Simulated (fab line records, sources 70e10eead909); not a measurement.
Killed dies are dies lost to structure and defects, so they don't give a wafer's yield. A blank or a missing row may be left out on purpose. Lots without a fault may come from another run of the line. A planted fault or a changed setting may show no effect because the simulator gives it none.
Which tool did it? | flow nand_harc | 14 lots, 42 wafers sampled, at 4 steps of a route of 1302

WHAT THE GAUGES READ, wafer by wafer
The record holds no reading of a measuring or inspecting step that can be judged against a usual standard deviation.

WHICH TOOL RAN EACH LOT (tool, then ch and the chambers of the sampled wafers, then the start)
lot  | NHARC_P_M1_PRE_CLEAN_32         | NHARC_P_M2_DESCUM_14               | NHARC_P_M2_ETCH_15                 | NHARC_P_M2_ANNEAL_31
L310 | pecvd-04 ch 0,1,2, day 6 15:59  | rie_diel-02 ch 1,2,3, day 6 17:22  | rie_diel-02 ch 0,1,2, day 6 17:33  | rtp_anneal-02 ch 0, day 6 19:07
L311 | pecvd-04 ch 0,1, day 7 04:36    | rie_diel-10 ch 0,1,2, day 7 06:07  | rie_diel-10 ch 0,1,3, day 7 06:17  | rtp_anneal-02 ch 0, day 7 07:55
L312 | pecvd-04 ch 0,1, day 7 09:58    | rie_diel-02 ch 0,2,3, day 7 11:29  | rie_diel-02 ch 0,3, day 7 11:38    | rtp_anneal-02 ch 0, day 7 13:16
L314 | pecvd-04 ch 1,2, day 8 07:17    | rie_diel-13 ch 1,2,3, day 8 08:47  | rie_diel-13 ch 0,1,3, day 8 08:58  | rtp_anneal-01 ch 0, day 8 10:50
L320 | pecvd-04 ch 0,1,2, day 10 23:33 | rie_diel-13 ch 1,2,3, day 11 00:56 | rie_diel-13 ch 0,1,3, day 11 01:07 | rtp_anneal-02 ch 0, day 11 02:49
L321 | pecvd-03 ch 0,1, day 11 02:53   | rie_diel-13 ch 1,2, day 11 04:25   | rie_diel-13 ch 0,1, day 11 04:35   | rtp_anneal-02 ch 0, day 11 06:10
L324 | pecvd-01 ch 0,1,2, day 12 18:11 | rie_diel-10 ch 2,3, day 12 19:42   | rie_diel-10 ch 2,3, day 12 19:58   | rtp_anneal-01 ch 0, day 12 21:44
L326 | pecvd-03 ch 0,2, day 13 06:05   | rie_diel-10 ch 1,2,3, day 13 07:35 | rie_diel-10 ch 0,1,3, day 13 07:46 | rtp_anneal-02 ch 0, day 13 09:24
L327 | pecvd-04 ch 0,1,2, day 13 20:57 | rie_diel-13 ch 0,2, day 13 22:26   | rie_diel-13 ch 0,1,2, day 13 22:36 | rtp_anneal-02 ch 0, day 14 00:11
L328 | pecvd-01 ch 0,2, day 14 12:37   | rie_diel-02 ch 0,2,3, day 14 14:02 | rie_diel-02 ch 0,1, day 14 14:12   | rtp_anneal-02 ch 0, day 14 15:54
L329 | pecvd-01 ch 0,2, day 14 13:29   | rie_diel-13 ch 0,1,2, day 14 15:00 | rie_diel-13 ch 1,2, day 14 15:10   | rtp_anneal-01 ch 0, day 14 17:00
L330 | pecvd-03 ch 0,1, day 15 06:02   | rie_diel-02 ch 0,1,3, day 15 07:34 | rie_diel-02 ch 0,1,3, day 15 07:44 | rtp_anneal-01 ch 0, day 15 09:23
L331 | pecvd-01 ch 0,1,2, day 15 09:50 | rie_diel-02 ch 2,3, day 15 11:20   | rie_diel-02 ch 0,1,2, day 15 11:32 | rtp_anneal-01 ch 0, day 15 13:34
L332 | pecvd-03 ch 0,1, day 15 17:31   | rie_diel-10 ch 0,1,3, day 15 19:02 | rie_diel-10 ch 0,1, day 15 19:11   | rtp_anneal-01 ch 0, day 15 20:50
- NHARC_P_M1_PRE_CLEAN_32: time 12 s.
- NHARC_P_M2_DESCUM_14: chemistry O2, time 3 s.
- NHARC_P_M2_ETCH_15: etches the open film in C4F8/Ar, target depth 182.5 nm, time 91.2 s.
- NHARC_P_M2_ANNEAL_31: time 90 s.

WHAT THE TOOLS THEMSELVES READ (means of the sampled wafers that have a number; where no wafer has one, the mark that the record gives instead)
NHARC_P_M1_PRE_CLEAN_32. Usual: heater_power_w 636 W, standard deviation 100.
lot  | tool     | heater_power_w (W) | flag
L310 | pecvd-04 | 693                |
L311 | pecvd-04 | 735                |
L312 | pecvd-04 | 703                |
L314 | pecvd-04 | 714                |
L320 | pecvd-04 | 736                |
L321 | pecvd-03 | 572                |
L324 | pecvd-01 | 613                |
L326 | pecvd-03 | 548                |
L327 | pecvd-04 | 685                |
L328 | pecvd-01 | 667                |
L329 | pecvd-01 | 590                |
L330 | pecvd-03 | 545                |
L331 | pecvd-01 | 626                |
L332 | pecvd-03 | 550                |

NHARC_P_M2_DESCUM_14. Usual: drypump_motor_current_A 5.7 A, standard deviation 0.48; oes_product_au 0.995 a.u., standard deviation 0.011; rf_vpp_V 57.7 V, standard deviation 0.94; showerhead_plenum_p_Torr 1.93 Torr, standard deviation 0.083; throttle_valve_pct 11.311 %, standard deviation 0.0079.
lot  | tool        | drypump_motor_current_A (A) | oes_product_au (a.u.) | rf_vpp_V (V) | showerhead_plenum_p_Torr (Torr) | throttle_valve_pct (%) | flag
L310 | rie_diel-02 | 5.6                         | 0.990                 | 57.4         | 1.91                            | 11.309                 |
L311 | rie_diel-10 | 5.8                         | 1.010                 | 58.0         | 1.93                            | 11.306                 |
L312 | rie_diel-02 | 6.1                         | 0.987                 | 57.1         | 1.90                            | 11.311                 |
L314 | rie_diel-13 | 5.4                         | 0.999                 | 57.9         | 1.99                            | 11.310                 |
L320 | rie_diel-13 | 5.4                         | 0.998                 | 58.0         | 1.99                            | 11.310                 |
L321 | rie_diel-13 | 5.5                         | 1.006                 | 57.2         | 1.99                            | 11.315                 |
L324 | rie_diel-10 | 6.0                         | 0.989                 | 57.9         | 1.85                            | 11.318                 |
L326 | rie_diel-10 | 6.0                         | 0.996                 | 57.5         | 1.90                            | 11.320                 |
L327 | rie_diel-13 | 5.9                         | 0.994                 | 57.8         | 1.91                            | 11.302                 |
L328 | rie_diel-02 | 6.1                         | 0.984                 | 56.9         | 1.90                            | 11.311                 |
L329 | rie_diel-13 | 5.7                         | 1.004                 | 58.6         | 1.95                            | 11.308                 |
L330 | rie_diel-02 | 5.7                         | 0.988                 | 58.0         | 1.84                            | 11.306                 |
L331 | rie_diel-02 | 6.0                         | 0.984                 | 57.7         | 1.97                            | 11.313                 |
L332 | rie_diel-10 | 5.8                         | 1.002                 | 57.3         | 1.98                            | 11.306                 |

NHARC_P_M2_ETCH_15. Usual: oes_product_au 0.934 a.u., standard deviation 0.025; rf_vpp_V 441.1 V, standard deviation 2.7; run_length_s 112.6 s, standard deviation 0.39.
lot  | tool        | oes_product_au (a.u.) | rf_vpp_V (V) | run_length_s (s) | flag
L310 | rie_diel-02 | 0.916                 | 440.3        | 112.8            |
L311 | rie_diel-10 | 0.930                 | 443.2        | 112.4            |
L312 | rie_diel-02 | 0.909                 | 438.4        | 113.1            |
L314 | rie_diel-13 | 0.976                 | 442.5        | 112.3            |
L320 | rie_diel-13 | 0.928                 | 442.1        | 108.2            | OFF
L321 | rie_diel-13 | 0.926                 | 440.5        | 103.9            | OFF
L324 | rie_diel-10 | 0.938                 | 439.9        | 112.1            |
L326 | rie_diel-10 | 0.985                 | 443.2        | 112.6            |
L327 | rie_diel-13 | 0.978                 | 441.6        | 112.5            |
L328 | rie_diel-02 | 0.927                 | 438.7        | 112.9            |
L329 | rie_diel-13 | 0.912                 | 443.0        | 112.7            |
L330 | rie_diel-02 | 0.915                 | 438.0        | 112.9            |
L331 | rie_diel-02 | 0.921                 | 440.2        | 112.6            |
L332 | rie_diel-10 | 0.970                 | 442.6        | 112.8            |

NHARC_P_M2_ANNEAL_31. Usual: wafer_temp_C_max 226.2, standard deviation 0.51.
lot  | tool          | wafer_temp_C_max | flag
L310 | rtp_anneal-02 | 226.9            |
L311 | rtp_anneal-02 | 226.7            |
L312 | rtp_anneal-02 | 226.6            |
L314 | rtp_anneal-01 | 226.0            |
L320 | rtp_anneal-02 | 226.8            |
L321 | rtp_anneal-02 | 226.8            |
L324 | rtp_anneal-01 | 226.0            |
L326 | rtp_anneal-02 | 226.6            |
L327 | rtp_anneal-02 | 226.7            |
L328 | rtp_anneal-02 | 226.7            |
L329 | rtp_anneal-01 | 225.9            |
L330 | rtp_anneal-01 | 225.6            |
L331 | rtp_anneal-01 | 225.7            |
L332 | rtp_anneal-01 | 225.9            |

THE ANSWER, worked out from the rows above alone
Rule: a lot is off if the mean of its wafers that have a number lies more than 3 standard deviations from the usual mean. A lot without any number at a reading at which 4 lots or more have one is off too. The other lots that the step has rows for count as sound. The gauges are gone through in route order, then the tools' own readings, and for those a lot's mean is taken as printed above. The first step at which some lot is off is used, and at that step the reading that is off furthest; a lot without a number counts as furthest.
Off: L320, L321, at NHARC_P_M2_ETCH_15 (run_length_s).
A tool fits if, at that step or a process step before it, it ran every lot that is off, and no sound lot after the first of them. None of those tried fits.

WHAT THE SIMULATOR HAD PUT IN
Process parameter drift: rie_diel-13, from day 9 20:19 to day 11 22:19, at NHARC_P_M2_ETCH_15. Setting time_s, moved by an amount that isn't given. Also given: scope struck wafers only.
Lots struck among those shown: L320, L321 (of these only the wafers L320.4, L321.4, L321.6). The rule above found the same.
